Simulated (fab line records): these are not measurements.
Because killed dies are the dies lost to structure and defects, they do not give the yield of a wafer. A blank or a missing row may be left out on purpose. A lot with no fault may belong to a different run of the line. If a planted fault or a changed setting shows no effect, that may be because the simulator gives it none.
fab line records	flow n5-finfet
record: lots: 7	wafers: 39
route steps=1938 shown ZERO_LAYER@16 FIN_CUT@176 ILD0@342 GATE_CUT@467 MOL_CONTACT_COAG@624 BEOL_M1@818 BEOL_M2@883 BEOL_M3@1000 BEOL_M7@1266 BEOL_M8@1390 BEOL_M10@1509 BEOL_M12@1656 TV_OPEN@1890 PASSIVATION@1915
start-h: the number of hours between the record's first day and the start of the first shown wafer of the lot	wait-h: hours from the lot's prior step to this one	" identical to the entry in the row above	L1.1+2: one row covering several wafers at once	- either no value or no given start	* or withheld: withheld	< > ~ a bound
route shown NAME@n: a module of which the file shows steps, and the number in the route of the first	usual: the fault-free wafers' mean and standard deviation	same: alike in all rows	chamber/n: place in a boat	sites: readings site by site	_std_site: their standard deviation	_edge_site: mean of outer sites minus mean of inner sites	radius-mm: for every site, how far away it sits from the centre of the wafer	mask NAME#n: copy n	behind: tool/chamber where the wafer was last shaped	hold: the reason the lot was held/the length of the hold in hours/how it ended	device: transistor that didn't switch, given as n, p or np	end of line: the tests these same wafers got at the end of their route	a step given without rows: its recipe and nothing more	killed: count of dies lost to structure and defects at first sort (not the wafer's yield)	map: shows each die of a wafer: x if killed, . if not, _ if none is there
set.NAME: the setting that was run; set.NAME@STEP: the one run at that earlier step	model.NAME: the simulator's own value behind a step, which no gauge read
lots where settings were altered on purpose, with a table for each step and a row for each wafer
== steps ==
step: N5_ZERO_LAYER_ETCH_18
recipe: chemistry: HBr/Cl2	target: Si	target-depth-a: 1200	time-s: 40	pressure-mtorr: 10	icp-w: 800	bias-w: 75	HBr_flow_sccm: 150	Cl2_flow_sccm: 80
step: N5_FIN_CUT_CUT_ETCH_15
recipe: chemistry: HBr/Cl2/O2	target: Si	target-depth-a: 1000	bt-time-s: 10	mask-material: SOC	time-s: 42.4	ion-energy-ev: *	bias-w: *	pressure-mtorr: 10	icp-w: 800	HBr_flow_sccm: 150	Cl2_flow_sccm: 80	O2_flow_sccm: 12
step: N5_ILD0_PRECLEAN_10
recipe: chemistry: NF3:NH3	afs-cycles: 5	time-s: 20	temp-c: 30	sublimation-temp-c: 180	sublimation-time-s: 60	pressure-torr: 3	rf-power-w: 30
step: N5_GATE_CUT_ETCHBACK_30
recipe: chemistry: Cl2/Ar	target: TiN	target-depth-a: 30	mode: isotropic	pressure-mtorr: 10	icp-w: 600	bias-w: 60	Cl2_flow_sccm: 40	Ar_flow_sccm: 60
step: N5_MOL_CONTACT_COAG_CVD_140
recipe: material: W	target-thk-a: 665	mode: selective-fill	temp-c: 300	time-s: 215
step: N5_BEOL_M1_SPUTTER_81
recipe: material: Cu	target-thk-a: 45	temp-c: -20	chamber-pressure-pa: 0.07	power-w: withheld	time-s: 8.29
step: N5_BEOL_M2_ETCHBACK_99
recipe: chemistry: CHF3	target: SiO2	target-depth-a: 50	time-s: 10.4	source-w: 215	bias-w: 47	Ar_flow_sccm: 200	CHF3_flow_sccm: 12	ion-energy-ev: 100	pressure-mtorr: 30
step: N5_BEOL_M3_SPUTTER_86
step: N5_BEOL_M7_PECVD_70
recipe: material: SiO2	target-thk-a: 200	temp-c: 400	precursor: TEOS/O2	pressure-torr: 5.5	rf-w: 450	teos-flow-sccm: 53.8	gas: O2	flow-sccm: 3000	time-s: 22.7
step: N5_BEOL_M8_SURFACE_TREAT_79
recipe: gas: Ar	time-s: *	ion-energy-ev: *	ion-current-ma-cm2: 0.5	pressure-mtorr: *	ar-flow-sccm: 30
step: N5_BEOL_M10_VIA_ETCH_34
recipe: chemistry: C4F6/O2	target: SiCOH_lowk	target-depth-a: 1845	mask-material: SOC	taper-deg: 4	time-s: 69.2	ion-energy-ev: 250	pressure-mtorr: 30	source-w: 345	bias-w: 185	Ar_flow_sccm: 300	C4F6_flow_sccm: 10	O2_flow_sccm: 10
step: N5_BEOL_M12_DEP_53
recipe: material: SiCN	target-thk-a: 300	temp-c: withheld	precursor: 3MS/NH3	pressure-torr: 3	rf-w: 675	time-s: 10.5
step: N5_PASSIVATION_ETCH_15
recipe: chemistry: CF4/N2	target: SiCN	target-depth-a: 750	taper-deg: 2	time-s: 81.2	ion-energy-ev: 150	mask-material: SiNx	pressure-mtorr: 40	source-w: 430	bias-w: 70	Ar_flow_sccm: 100	cf4-flow-sccm: 60	n2-flow-sccm: 60
step: N5_PASSIVATION_PECVD_53
recipe: material: SiO2	target-thk-a: 8000	temp-c: 400	precursor: TEOS/O2	pressure-torr: 6.5	rf-w: withheld	teos-flow-sccm: withheld	gas: O2	flow-sccm: 2650	time-s: 169.4
step: N5_PASSIVATION_PROBE_49
usual: defect-limited-yield: 90.9/1.6	killed-dies: 107/19	sort-n-pass: 1073/19	sort-yield-pct: 90.9/1.6
lot.wafer	tool	chamber	start-h	wait-h	set.target-depth-a@ZERO_LAYER_ETCH_18	set.target-depth-a@FIN_CUT_CUT_ETCH_15	set.time-s@ILD0_PRECLEAN_10	set.target-depth-a@GATE_CUT_ETCHBACK_30	set.target-thk-a@MOL_CONTACT_COAG_CVD_140	set.time-s@BEOL_M1_SPUTTER_81	set.target-depth-a@BEOL_M2_ETCHBACK_99	set.time-s@BEOL_M3_SPUTTER_86	set.time-s@BEOL_M7_PECVD_70	set.time-s@BEOL_M8_SURFACE_TREAT_79	set.time-s@BEOL_M10_VIA_ETCH_34	set.target-thk-a@BEOL_M12_DEP_53	set.target-depth-a@PASSIVATION_ETCH_15	set.time-s@PASSIVATION_PECVD_53	defect-limited-yield[%]	killed-dies	sort-n-pass	sort-yield-pct[%]
L084.1	prober-01	-	336.64	0.0	1200	1000	20	30	665	8.29	50	8.29	27.52	*	69.2	300	750	209.2	0	1180	0	0
L084.2	prober-01	-	336.69	0.1	1200	1000	20	30	665	8.29	50	4.719	27.52	*	85.98	202.9	750	169.4	90.1	117	1063	90.1
L084.3	prober-01	-	336.74	0.1	1200	1000	20	30	922.7	8.29	50	4.719	27.52	*	69.2	202.9	750	169.4	90.4	113	1067	90.4
L084.4	prober-01	-	336.79	0.2	1200	1000	20	30	665	8.29	50	8.29	22.7	*	85.98	300	750	169.4	89.2	128	1052	89.2
L084.5	prober-01	-	336.84	0.2	1200	1000	20	30	922.7	8.29	50	8.29	22.7	*	69.2	202.9	750	209.2	0	1180	0	0
L084.6	prober-01	-	336.89	0.3	1200	1000	20	30	922.7	8.29	50	4.719	22.7	*	85.98	300	750	209.2	0	1180	0	0
L082.1	prober-01	-	345.66	0.0	1200	1000	30.98	30	665	8.29	50	11.93	22.7	*	69.2	300	750	103.4	91.2	104	1076	91.2
L082.2	prober-01	-	345.71	0.1	1200	1000	20	15.85	665	8.29	67.69	8.29	22.7	*	69.2	132.9	453.5	169.4	0	1180	0	0
L082.3	prober-01	-	345.76	0.1	1200	672	30.98	15.85	399.2	8.29	50	11.93	27.42	*	46.77	132.9	750	169.4	0	1180	0	0
L082.4	prober-01	-	345.81	0.2	1200	672	30.98	30	399.2	8.29	67.69	8.29	22.7	*	46.77	300	453.5	169.4	0	1180	0	0
L082.5	prober-01	-	345.86	0.2	1200	1000	20	15.85	399.2	8.29	67.69	11.93	27.42	*	46.77	300	750	103.4	0	1180	0	0
L082.6	prober-01	-	345.91	0.3	1200	672	20	30	665	8.29	50	8.29	27.42	*	69.2	132.9	453.5	103.4	0	1180	0	0
L085.1	prober-01	-	347.93	0.3	1455	1558	8.353	30	665	10.99	30.45	8.29	22.7	*	88.04	424.8	750	268	0	1180	0	0
L085.2	prober-01	-	347.98	0.4	1455	1000	20	30	546.9	10.99	50	8.29	15.36	*	88.04	300	436.3	169.4	0	1180	0	0
L085.3	prober-01	-	348.03	0.4	1200	1000	8.353	30	665	8.29	50	8.29	22.7	*	69.2	424.8	750	169.4	88.9	131	1049	88.9
L085.4	prober-01	-	348.08	0.5	1455	1558	20	36.32	546.9	8.29	30.45	8.29	15.36	*	88.04	300	750	268	0	1180	0	0
L085.5	prober-01	-	348.13	0.5	1200	1558	8.353	36.32	546.9	8.29	50	8.29	22.7	*	69.2	300	436.3	268	0	1180	0	0
L085.6	prober-01	-	348.18	0.6	1200	1000	20	36.32	665	10.99	30.45	8.29	15.36	*	69.2	424.8	436.3	169.4	0	1180	0	0
L089.2	prober-02	-	357.19	0.1	1200	1000	20	30	665	8.29	50	8.29	22.7	*	69.2	300	750	169.4	89.7	122	1058	89.7
L089.3	prober-02	-	357.24	0.1	1200	1000	20	30	665	8.29	50	8.29	22.7	*	69.2	300	750	169.4	91.7	98	1082	91.7
L089.6	prober-02	-	357.39	0.3	1200	1000	20	30	665	8.29	50	8.29	22.7	*	69.2	300	750	169.4	90.0	118	1062	90.0
L092.1	prober-02	-	370.52	0.0	1722	1000	20	38.3	665	13.22	50	8.29	22.7	*	69.2	463	750	169.4	94.8	61	1119	94.8
L092.2	prober-02	-	370.57	0.1	1200	1162	8.175	38.3	665	13.22	50	8.29	22.7	*	94.68	463	750	169.4	90.3	114	1066	90.3
L092.3	prober-02	-	370.62	0.1	1200	1000	20	30	665	8.29	50	8.29	22.7	*	69.2	300	750	169.4	93.9	72	1108	93.9
L092.4	prober-02	-	370.67	0.2	1200	1162	8.175	30	920.1	8.29	50	8.29	22.7	*	94.68	463	750	169.4	89.2	127	1053	89.2
L092.5	prober-02	-	370.72	0.2	1722	1162	20	30	920.1	13.22	50	8.29	22.7	*	69.2	300	750	169.4	92.7	86	1094	92.7
L092.6	prober-02	-	370.77	0.3	1722	1000	8.175	38.3	920.1	8.29	50	8.29	22.7	*	94.68	300	750	169.4	92.5	89	1091	92.5
L094.1	prober-01	-	392.62	0.0	854.5	1206	9.851	42.23	665	8.29	28.28	8.29	13.43	*	69.2	389.3	864.9	265.8	0	1180	0	0
L094.2	prober-01	-	392.67	0.1	1200	1206	9.851	42.23	311.3	9.546	50	8.29	22.7	*	69.2	300	864.9	169.4	87.7	145	1035	87.7
L094.3	prober-01	-	392.72	0.1	854.5	1000	20	42.23	311.3	8.29	28.28	8.29	13.43	*	69.2	300	750	265.8	0	1180	0	0
L094.4	prober-01	-	392.77	0.2	1200	1000	20	30	665	9.546	28.28	8.29	22.7	*	69.2	300	750	169.4	89.2	127	1053	89.2
L094.5	prober-01	-	392.82	0.2	854.5	1000	9.851	30	311.3	8.29	50	8.29	22.7	*	69.2	389.3	864.9	265.8	0	1180	0	0
L094.6	prober-01	-	392.87	0.3	1200	1206	20	30	665	9.546	50	8.29	13.43	*	69.2	389.3	750	169.4	89.2	128	1052	89.2
L096.1	prober-02	-	407.37	0.0	1200	1368	20	30	665	9.615	50	8.29	35.86	*	79.84	300	750	244.2	0	1180	0	0
L096.2	prober-02	-	407.42	0.1	1472	1000	20	21.13	665	8.29	50	8.29	35.86	*	79.84	416.4	750	169.4	92.9	84	1096	92.9
L096.3	prober-02	-	407.47	0.1	1472	1368	20	21.13	665	8.29	50	8.29	22.7	*	69.2	300	750	244.2	0	1180	0	0
L096.4	prober-02	-	407.52	0.2	1200	1368	20	30	665	8.29	50	8.29	22.7	*	79.84	300	750	169.4	90.6	111	1069	90.6
L096.5	prober-02	-	407.57	0.2	1472	1000	20	30	665	9.615	50	8.29	35.86	*	69.2	416.4	750	169.4	91.5	100	1080	91.5
L096.6	prober-02	-	407.62	0.3	1200	1000	20	21.13	665	9.615	50	8.29	22.7	*	69.2	416.4	750	244.2	0	1180	0	0
killed by level:class
L084.1 PASSIVATION:area-pecvd=1096 MOL_CONTACT_COAG:geometric-particle:open=15 FIN_SAQP:geometric-particle:short=11 FIN_SAQP:geometric-particle:open=7 BEOL_M2:geometric-particle:open=7 BEOL_M0_SAQP:geometric-particle:short=4 MOL_CONTACT_COAG:geometric-particle:short=4 BEOL_M0_SAQP:geometric-particle:open=3
L084.2 FIN_SAQP:geometric-particle:short=13 BEOL_M0_SAQP:geometric-particle:open=12 FIN_SAQP:geometric-particle:open=11 MOL_CONTACT_COAG:geometric-particle:open=11 STI_FIN_REVEAL:geometric-particle:open=10 BEOL_M0_SAQP:geometric-particle:short=10 BEOL_M3:geometric-particle:open=6 BEOL_M2:geometric-particle:open=4
L084.3 FIN_SAQP:geometric-particle:short=18 MOL_CONTACT_COAG:geometric-particle:open=15 BEOL_M0_SAQP:geometric-particle:short=15 FIN_SAQP:geometric-particle:open=12 DUMMY_GATE:geometric-particle:open=7 BEOL_M0_SAQP:geometric-particle:open=7 BEOL_M3:geometric-particle:open=5 STI_FIN_REVEAL:geometric-particle:open=4
L084.4 FIN_SAQP:geometric-particle:open=20 FIN_SAQP:geometric-particle:short=19 BEOL_M3:geometric-particle:open=17 STI_FIN_REVEAL:geometric-particle:open=12 BEOL_M0_SAQP:geometric-particle:open=8 MOL_CONTACT_COAG:geometric-particle:open=7 BEOL_M4:geometric-particle:open=6 BEOL_M0_SAQP:geometric-particle:short=5
L084.5 PASSIVATION:area-pecvd=1073 FIN_SAQP:geometric-particle:open=15 BEOL_M0_SAQP:geometric-particle:short=10 BEOL_M0_SAQP:geometric-particle:open=10 MOL_CONTACT_COAG:geometric-particle:short=8 BEOL_M4:geometric-particle:open=7 BEOL_M1:geometric-particle:open=7 MOL_CONTACT_COAG:geometric-particle:open=6
L084.6 PASSIVATION:area-pecvd=1068 FIN_SAQP:geometric-particle:open=18 BEOL_M3:geometric-particle:open=12 MOL_CONTACT_COAG:geometric-particle:open=12 STI_FIN_REVEAL:geometric-particle:open=9 FIN_SAQP:geometric-particle:short=8 BEOL_M0_SAQP:geometric-particle:short=5 BEOL_M1:geometric-particle:open=4
L082.1 MOL_CONTACT_COAG:geometric-particle:open=18 BEOL_M2:geometric-particle:open=11 FIN_SAQP:geometric-particle:short=8 BEOL_M3:geometric-particle:open=8 FIN_SAQP:geometric-particle:open=6 BEOL_M4:geometric-particle:open=6 STI_FIN_REVEAL:geometric-particle:open=5 BEOL_M0_SAQP:geometric-particle:short=5
L082.2 TV_OPEN:area-etch=1044 FIN_SAQP:geometric-particle:open=30 MOL_CONTACT_COAG:geometric-particle:open=19 FIN_SAQP:geometric-particle:short=11 BEOL_M4:geometric-particle:open=11 BEOL_M2:geometric-particle:open=6 BEOL_M2:geometric-particle:short=5 BEOL_M0_SAQP:geometric-particle:short=5
L082.3 BEOL_M10:area-etch=1043 MOL_CONTACT_COAG:geometric-particle:open=19 FIN_SAQP:geometric-particle:open=12 MOL_CONTACT_COAG:geometric-particle:short=11 BEOL_M0_SAQP:geometric-particle:open=10 FIN_SAQP:geometric-particle:short=9 STI_FIN_REVEAL:geometric-particle:open=9 BEOL_M2:geometric-particle:open=8
L082.4 BEOL_M10:area-etch=1053 FIN_SAQP:geometric-particle:open=23 MOL_CONTACT_COAG:geometric-particle:open=22 FIN_SAQP:geometric-particle:short=9 BEOL_M2:geometric-particle:open=7 BEOL_M0_SAQP:geometric-particle:open=6 BEOL_M1:geometric-particle:open=5 STI_FIN_REVEAL:geometric-particle:open=4
L082.5 BEOL_M10:area-etch=1072 MOL_CONTACT_COAG:geometric-particle:open=16 BEOL_M2:geometric-particle:open=13 FIN_SAQP:geometric-particle:open=12 FIN_SAQP:geometric-particle:short=7 STI_FIN_REVEAL:geometric-particle:open=7 GATE_CUT:geometric-particle:short=7 BEOL_M4:geometric-particle:open=5
L082.6 TV_OPEN:area-etch=1072 MOL_CONTACT_COAG:geometric-particle:open=19 FIN_SAQP:geometric-particle:open=18 BEOL_M4:geometric-particle:open=10 BEOL_M1:geometric-particle:open=8 FIN_SAQP:geometric-particle:short=7 STI_FIN_REVEAL:geometric-particle:open=4 BEOL_M2:geometric-particle:open=4
L085.1 PASSIVATION:area-pecvd=1074 STI_FIN_REVEAL:geometric-particle:open=14 BEOL_M4:geometric-particle:open=12 MOL_CONTACT_COAG:geometric-particle:open=9 BEOL_M1:geometric-particle:open=9 BEOL_M2:geometric-particle:open=7 FIN_SAQP:geometric-particle:open=6 GATE_CUT:geometric-particle:short=6
L085.2 TV_OPEN:area-etch=1062 MOL_CONTACT_COAG:geometric-particle:open=26 MOL_CONTACT_COAG:geometric-particle:short=11 BEOL_M0_SAQP:geometric-particle:open=11 FIN_SAQP:geometric-particle:open=6 GATE_CUT:geometric-particle:short=6 BEOL_M5:geometric-particle:open=6 FIN_SAQP:geometric-particle:short=5
L085.3 MOL_CONTACT_COAG:geometric-particle:open=25 FIN_SAQP:geometric-particle:open=12 BEOL_M2:geometric-particle:open=11 STI_FIN_REVEAL:geometric-particle:open=10 BEOL_M1:geometric-particle:open=8 STI_FIN_REVEAL:geometric-particle:short=5 MOL_CONTACT_COAG:geometric-particle:short=5 STARTING-WAFER:geometric-particle:open=5
L085.4 PASSIVATION:area-pecvd=1088 STI_FIN_REVEAL:geometric-particle:open=10 MOL_CONTACT_COAG:geometric-particle:open=10 DUMMY_GATE:geometric-particle:open=7 BEOL_M0_SAQP:geometric-particle:short=7 BEOL_M4:geometric-particle:open=6 FIN_SAQP:geometric-particle:open=5 ILD0:geometric-particle:open=5
L085.5 TV_OPEN:area-etch=1066 MOL_CONTACT_COAG:geometric-particle:open=17 BEOL_M0:geometric-particle:open=10 FIN_SAQP:geometric-particle:short=9 BEOL_M2:geometric-particle:open=9 BEOL_M4:geometric-particle:open=7 BEOL_M1:geometric-particle:short=6 STI_FIN_REVEAL:geometric-particle:open=6
L085.6 TV_OPEN:area-etch=1055 STI_FIN_REVEAL:geometric-particle:open=20 MOL_CONTACT_COAG:geometric-particle:open=19 BEOL_M1:geometric-particle:open=15 FIN_SAQP:geometric-particle:open=7 BEOL_M0_SAQP:geometric-particle:open=7 FIN_SAQP:geometric-particle:short=6 BEOL_M0_SAQP:geometric-particle:short=6
L089.2 MOL_CONTACT_COAG:geometric-particle:open=17 BEOL_M4:geometric-particle:open=16 BEOL_M1:geometric-particle:short=8 BEOL_M3:geometric-particle:open=8 FIN_SAQP:geometric-particle:short=7 BEOL_M4:geometric-particle:short=7 BEOL_M2:geometric-particle:open=6 FIN_SAQP:geometric-particle:open=5
L089.3 MOL_CONTACT_COAG:geometric-particle:open=14 BEOL_M4:geometric-particle:open=6 FIN_SAQP:geometric-particle:open=5 BEOL_M0_SAQP:geometric-particle:open=5 BEOL_M3:geometric-particle:open=5 MOL_CONTACT_COAG:geometric-particle:short=4 BEOL_M0_SAQP:geometric-particle:short=4 BEOL_M1:geometric-particle:short=4
L089.6 BEOL_M4:geometric-particle:open=19 FIN_SAQP:geometric-particle:open=12 BEOL_M3:geometric-particle:open=10 BEOL_M1:geometric-particle:open=9 MOL_CONTACT_COAG:geometric-particle:open=7 BEOL_M0_SAQP:geometric-particle:short=6 DUMMY_GATE:geometric-particle:open=5 BEOL_M0_SAQP:geometric-particle:open=5
L092.1 BEOL_M0_SAQP:geometric-particle:short=7 MOL_CONTACT_COAG:geometric-particle:open=7 STI_FIN_REVEAL:geometric-particle:open=6 BEOL_M0_SAQP:geometric-particle:open=6 BEOL_M2:geometric-particle:open=3 BEOL_M4:geometric-particle:short=3 BEOL_M4:geometric-particle:open=3 STI_FIN_REVEAL:geometric-particle:short=2
L092.2 BEOL_M0_SAQP:geometric-particle:short=13 STI_FIN_REVEAL:geometric-particle:open=10 BEOL_M1:geometric-particle:open=10 BEOL_M3:geometric-particle:open=9 MOL_CONTACT_COAG:geometric-particle:open=8 BEOL_M0:geometric-particle:open=6 BEOL_M4:geometric-particle:open=6 BEOL_M0:geometric-particle:short=5
L092.3 BEOL_M0_SAQP:geometric-particle:short=18 STI_FIN_REVEAL:geometric-particle:open=10 MOL_CONTACT_COAG:geometric-particle:open=6 BEOL_M0_SAQP:geometric-particle:open=6 BEOL_M1:geometric-particle:open=5 BEOL_M0:geometric-particle:open=3 BEOL_M1:geometric-particle:short=3 FIN_SAQP:geometric-particle:open=2
L092.4 STI_FIN_REVEAL:geometric-particle:open=25 BEOL_M0_SAQP:geometric-particle:short=16 BEOL_M0_SAQP:geometric-particle:open=14 MOL_CONTACT_COAG:geometric-particle:open=7 MOL_CONTACT_COAG:geometric-particle:short=6 FIN_SAQP:geometric-particle:open=5 STI_FIN_REVEAL:geometric-particle:short=5 BEOL_M1:geometric-particle:open=5
L092.5 BEOL_M0_SAQP:geometric-particle:open=11 BEOL_M0_SAQP:geometric-particle:short=9 STI_FIN_REVEAL:geometric-particle:open=8 BEOL_M4:geometric-particle:open=7 STARTING-WAFER:geometric-particle:open=6 BEOL_M11:geometric-particle:open=4 DUMMY_GATE:geometric-particle:open=3 MOL_CONTACT_COAG:geometric-particle:open=3
L092.6 MOL_CONTACT_COAG:geometric-particle:open=14 STI_FIN_REVEAL:geometric-particle:open=13 BEOL_M0_SAQP:geometric-particle:short=10 BEOL_M0_SAQP:geometric-particle:open=8 BEOL_M3:geometric-particle:open=7 BEOL_M2:geometric-particle:open=5 DUMMY_GATE:geometric-particle:open=4 STI_FIN_REVEAL:geometric-particle:short=3
L094.1 PASSIVATION:area-pecvd=1084 BEOL_M0_SAQP:geometric-particle:open=9 BEOL_M0_SAQP:geometric-particle:short=8 FIN_SAQP:geometric-particle:open=7 MOL_CONTACT_COAG:geometric-particle:open=7 FIN_SAQP:geometric-particle:short=6 BEOL_M0:geometric-particle:short=5 BEOL_M4:geometric-particle:open=5
L094.2 FIN_SAQP:geometric-particle:open=22 FIN_SAQP:geometric-particle:short=16 BEOL_M0_SAQP:geometric-particle:open=12 BEOL_M0_SAQP:geometric-particle:short=12 MOL_CONTACT_COAG:geometric-particle:open=9 BEOL_M4:geometric-particle:open=8 ILD0:geometric-particle:open=6 BEOL_M0:geometric-particle:open=5
L094.3 PASSIVATION:area-pecvd=1085 STI_FIN_REVEAL:geometric-particle:open=9 FIN_SAQP:geometric-particle:open=8 FIN_SAQP:geometric-particle:short=6 ILD0:geometric-particle:open=5 MOL_CONTACT_COAG:geometric-particle:open=5 BEOL_M0:geometric-particle:open=5 BEOL_M1:geometric-particle:open=4
L094.4 BEOL_M4:geometric-particle:open=14 BEOL_M0_SAQP:geometric-particle:open=13 FIN_SAQP:geometric-particle:open=12 BEOL_M0_SAQP:geometric-particle:short=11 FIN_SAQP:geometric-particle:short=8 BEOL_M1:geometric-particle:open=6 BEOL_M2:geometric-particle:open=6 MOL_CONTACT_COAG:geometric-particle:open=5
L094.5 PASSIVATION:area-pecvd=1053 FIN_SAQP:geometric-particle:open=18 FIN_SAQP:geometric-particle:short=16 ILD0:geometric-particle:open=9 BEOL_M2:geometric-particle:open=8 BEOL_M0:geometric-particle:open=7 BEOL_M4:geometric-particle:open=6 MOL_CONTACT_COAG:geometric-particle:open=6
L094.6 FIN_SAQP:geometric-particle:open=15 BEOL_M4:geometric-particle:open=12 MOL_CONTACT_COAG:geometric-particle:open=11 BEOL_M0_SAQP:geometric-particle:open=9 FIN_SAQP:geometric-particle:short=8 BEOL_M0_SAQP:geometric-particle:short=8 BEOL_M2:geometric-particle:open=6 MOL_CONTACT_COAG:geometric-particle:short=4
L096.1 PASSIVATION:area-pecvd=1070 MOL_CONTACT_COAG:geometric-particle:open=18 STI_FIN_REVEAL:geometric-particle:open=12 BEOL_M4:geometric-particle:open=11 FIN_SAQP:geometric-particle:open=9 FIN_SAQP:geometric-particle:short=9 STARTING-WAFER:geometric-particle:short=7 BEOL_M0_SAQP:geometric-particle:short=6
L096.2 STI_FIN_REVEAL:geometric-particle:open=8 BEOL_M1:geometric-particle:open=8 FIN_SAQP:geometric-particle:open=6 BEOL_M2:geometric-particle:open=6 BEOL_M3:geometric-particle:open=6 FIN_SAQP:geometric-particle:short=5 BEOL_M0_SAQP:geometric-particle:open=5 BEOL_M4:geometric-particle:open=5
L096.3 PASSIVATION:area-pecvd=1060 MOL_CONTACT_COAG:geometric-particle:open=17 FIN_SAQP:geometric-particle:open=15 FIN_SAQP:geometric-particle:short=11 BEOL_M1:geometric-particle:open=9 BEOL_M4:geometric-particle:open=7 BEOL_M0_SAQP:geometric-particle:short=5 BEOL_M1:geometric-particle:short=5
L096.4 FIN_SAQP:geometric-particle:open=15 MOL_CONTACT_COAG:geometric-particle:open=11 BEOL_M0_SAQP:geometric-particle:short=9 STI_FIN_REVEAL:geometric-particle:open=9 FIN_SAQP:geometric-particle:short=8 DUMMY_GATE:geometric-particle:open=6 BEOL_M0:geometric-particle:open=5 BEOL_M2:geometric-particle:open=5
L096.5 BEOL_M2:geometric-particle:open=18 FIN_SAQP:geometric-particle:short=9 MOL_CONTACT_COAG:geometric-particle:open=9 FIN_SAQP:geometric-particle:open=7 BEOL_M4:geometric-particle:open=7 STI_FIN_REVEAL:geometric-particle:open=7 BEOL_M3:geometric-particle:open=5 BEOL_M0_SAQP:geometric-particle:open=4
L096.6 PASSIVATION:area-pecvd=1091 MOL_CONTACT_COAG:geometric-particle:open=17 FIN_SAQP:geometric-particle:open=8 STI_FIN_REVEAL:geometric-particle:open=7 DUMMY_GATE:geometric-particle:open=7 FIN_SAQP:geometric-particle:short=5 BEOL_M3:geometric-particle:open=4 BEOL_M0_SAQP:geometric-particle:short=3
== key ==
split: step: N5_ZERO_LAYER_ETCH_18	setting: target-depth-a	stated-as: 1200
response none clear
split: step: N5_FIN_CUT_CUT_ETCH_15	setting: target-depth-a	stated-as: 1000
response none clear
split: step: N5_ILD0_PRECLEAN_10	setting: time-s	stated-as: 20
response none clear
split: step: N5_GATE_CUT_ETCHBACK_30	setting: target-depth-a	stated-as: 30
response none clear
split: step: N5_MOL_CONTACT_COAG_CVD_140	setting: target-thk-a	stated-as: 665
response none clear
split: step: N5_BEOL_M1_SPUTTER_81	setting: time-s	stated-as: 8.29
response none clear
split: step: N5_BEOL_M2_ETCHBACK_99	setting: target-depth-a	stated-as: 50
response none clear
split: step: N5_BEOL_M3_SPUTTER_86	setting: time-s	stated-as: 8.29
response none clear
split: step: N5_BEOL_M7_PECVD_70	setting: time-s	stated-as: 22.7
response none clear
split: step: N5_BEOL_M8_SURFACE_TREAT_79	setting: time-s	stated-as: *
response none clear
split: step: N5_BEOL_M10_VIA_ETCH_34	setting: time-s	stated-as: 69.2
response none clear
split: step: N5_BEOL_M12_DEP_53	setting: target-thk-a	stated-as: 300
response none clear
split: step: N5_PASSIVATION_ETCH_15	setting: target-depth-a	stated-as: 750
response none clear
split: step: N5_PASSIVATION_PECVD_53	setting: time-s	stated-as: 169.4
response: step: N5_PASSIVATION_PROBE_49	reading: defect-limited-yield	slope: -1.42	per: 1%	together-with: all	explained: 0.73
response: step: N5_PASSIVATION_PROBE_49	reading: sort-yield-pct	slope: -1.42	per: 1%	together-with: all	explained: 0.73
response: step: N5_PASSIVATION_PROBE_49	reading: sort-n-pass	slope: -16.7	per: 1%	together-with: all	explained: 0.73
response: step: N5_PASSIVATION_PROBE_49	reading: killed-dies	slope: +16.7	per: 1%	together-with: all	explained: 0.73
